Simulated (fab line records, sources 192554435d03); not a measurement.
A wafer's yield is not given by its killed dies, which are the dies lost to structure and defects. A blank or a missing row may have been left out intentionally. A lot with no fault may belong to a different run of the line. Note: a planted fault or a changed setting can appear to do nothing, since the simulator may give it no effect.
Matching of chambers -- flow n5 finfet -- N5_BEOL_M4_ETCHBACK_99 on rie diel-01 has 4 sister chambers
The step etches SiO2 in CHF3, target depth 5 nm, time 10.4 s. 24 wafers are shown with their chamber, then 12 later ones without.

## WAFERS WITH THEIR CHAMBER
wafer,chamber,drypump motor current A (A),showerhead plenum p Torr (Torr),rf vpp V (V)
L074.1,3,6.3,2.11,237.0
L074.4,0,5.7,2.17,240.5
L074.6,2,5.3,2.29,244.2
L078.1,0,5.7,2.16,241.7
L078.4,3,6.3,2.11,237.5
L078.6,3,6.3,2.11,237.7
L080.2,1,5.1,2.28,245.5
L080.3,2,5.3,2.29,243.0
L080.6,1,5.1,2.28,245.2
L083.1,0,5.7,2.16,241.0
L083.4,3,6.3,2.10,238.5
L083.6,0,5.7,2.16,241.1
L085.3,3,6.2,2.10,237.0
L085.4,0,5.7,2.16,241.9
L085.5,2,5.3,2.28,242.3
L087.4,3,6.2,2.10,238.0
L087.5,1,5.1,2.28,244.6
L087.6,2,5.3,2.28,241.8
L090.1,2,5.3,2.28,243.9
L090.5,1,5.1,2.28,244.8
L090.6,0,5.7,2.15,240.8
L092.2,1,5.1,2.27,244.5
L092.4,0,5.7,2.15,243.6
L092.5,2,5.3,2.28,242.9

SIGNATURES, as means of the wafers listed above
reading,chamber 0,chamber 1,chamber 2,chamber 3,scatter within a chamber
drypump motor current A,5.700,5.100,5.300,6.267,0.0258
showerhead plenum p Torr,2.1586,2.2780,2.2833,2.1050,0.0057
rf vpp V,241.514,244.920,243.017,237.617,0.81
Rule: for a wafer and a chamber, the distance is found by dividing, reading by reading, the gap between the wafer's reading and the chamber's mean by the reading's scatter, squaring, summing and taking the root. The wafer belongs to the nearest chamber; if the next one is less than 2 further off, it can't be placed. The scatter: take each reading less its chamber's mean, square it, sum over the shown wafers, divide by the number of wafers less the number of chambers, and take the root.

## WAFERS WITHOUT THEIR CHAMBER
wafer,drypump motor current A (A),showerhead plenum p Torr (Torr),rf vpp V (V)
L093.2,6.3,2.10,238.4
L093.3,5.7,2.15,241.0
L093.4,5.3,2.28,244.4
L095.1,5.1,2.27,244.7
L095.2,5.4,2.27,242.5
L095.3,5.8,2.15,242.6
L095.4,6.3,2.09,236.9
L095.5,5.4,2.27,242.5
L095.6,5.1,2.27,243.1
L097.1,5.1,2.27,244.7
L097.2,5.3,2.27,241.4
L097.5,6.3,2.09,237.2

## WHICH CHAMBER EACH ONE RAN IN
wafer,from the rows above,in truth
L093.2,3,3
L093.3,0,0
L093.4,2,2
L095.1,1,1
L095.2,2,2
L095.3,0,0
L095.4,3,3
L095.5,2,2
L095.6,1,1
L097.1,1,1
L097.2,2,2
L097.5,3,3
12 of 12 placed correctly. Number that these rows cannot place: 0. Placed wrongly: 0.
